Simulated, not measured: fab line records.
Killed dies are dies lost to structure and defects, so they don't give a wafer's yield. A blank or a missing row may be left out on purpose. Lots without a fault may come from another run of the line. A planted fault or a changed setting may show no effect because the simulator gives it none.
A lot that was struck, set against a sound lot -- flow nand-harc -- 13 out of 1159 route steps
Sound: wafers L833.2, L833.3, L833.5. Struck: wafers L843.4, L843.5 (left out: L843.6, a lot-mate that was not struck); the cause follows at the end.
Per side, at each step with rows, come the tool, then ch with its chambers, and then its first start. Under that, the readings that differ: sound wafers -- struck wafers -- difference of the means -- sigmas: that difference in standard deviations of wafers without a fault.
alike: readings with means less than 2 such deviations apart, plus words and numbers identical on both sides. not compared: withheld readings, readings lacking a value on some wafer, bounds such as >300 that could conceal the same value, and numbers that have no deviation in the record and whose values overlap.
The two part at a step that has a row with sigmas, a row that says differs or no value, or rows on one side only. When numbers do not overlap yet have no deviation, they are printed without sigmas and do not part them. A reading missing from all wafers of one side parts the sides only when that side holds two or more wafers.

NHARC_A_STAIRCASE_DEP_417: deposits Si3N4, target thk 60 nm.
  sound on pecvd-02 ch 0,1, day 12 17:38; struck on pecvd-01 ch 2, day 15 14:23
  alike: heater-power-w
then, 3 steps without rows for these wafers: NHARC_A_STAIRCASE_WET_418 (chemistry H3PO4, target depth 20 nm); NHARC_A_STAIRCASE_PRECLEAN_419 (cleans in SC1); NHARC_A_STAIRCASE_SRD_421.
NHARC_A_STAIRCASE_ALD_420: deposits SiO2, target thk 20 nm, pulse time 6 s, ald cycles 200.
  sound on ald-hk-03 ch 1,2,3, day 12 21:29; struck on ald-hk-03 ch 1,3, day 15 18:37
  alike: heater-power-w, precursor-pulse-height-rel
then, 1 step without rows for these wafers: NHARC_A_STAIRCASE_CVD_552 (deposits SiNx, target thk 40 nm).
NHARC_A_STAIRCASE_DEP_151: deposits SiO2, target thk 3800 nm.
  sound on pecvd-04 ch 0,2, day 13 02:50; struck on pecvd-04 ch 1,2, day 16 02:42
  alike: heater-power-w, mfc-precursor-sccm
then, 1 step without rows for these wafers: NHARC_A_STAIRCASE_ANNEAL_320 (time 1800 s).
NHARC_A_STAIRCASE_DEP_322: deposits SiO2, target thk 3800 nm.
  sound on pecvd-01 ch 1, day 13 10:37; struck on pecvd-02 ch 1,2, day 16 09:46
reading,sound,struck,difference,sigmas
heater-power-w (W),1046 902 879,724 565,-298,-2
  alike: mfc-precursor-sccm
then, 1 step without rows for these wafers: NHARC_A_STAIRCASE_ANNEAL_323 (time 1800 s).
NHARC_A_STAIRCASE_DEP_325: deposits SiO2, target thk 3800 nm.
  sound on pecvd-01 ch 1,2, day 13 18:50; struck on pecvd-01 ch 2, day 16 19:22
reading,sound,struck,difference,sigmas
mfc-precursor-sccm (sccm),200.3 198.9 199.9,247.8 247.4,+47.9,+83
  alike: heater-power-w
then, 1 step without rows for these wafers: NHARC_A_STAIRCASE_ANNEAL_326 (time 1800 s).
-- the record jumps here: 7 days lie between the struck wafers' starts before and after (it left off in module A_STAIRCASE and takes up again in module END, whose first step shown is number 1159 of the route) --
NHARC_END_SORT_01:
  sound on prober-02 ch 0, day 20 17:19; struck on prober-01 ch 0, day 23 22:36
  alike: killed-at-array, killed-at-other, killed-at-periphery, killed-dies, killed-open, killed-short

## WHERE THEY PART
Last at NHARC_A_STAIRCASE_DEP_325 as far as this record goes, first at NHARC_A_STAIRCASE_DEP_322. Later steps at which nothing parts them and some readings are alike: NHARC_END_SORT_01.

WHY: whatever the simulator had introduced
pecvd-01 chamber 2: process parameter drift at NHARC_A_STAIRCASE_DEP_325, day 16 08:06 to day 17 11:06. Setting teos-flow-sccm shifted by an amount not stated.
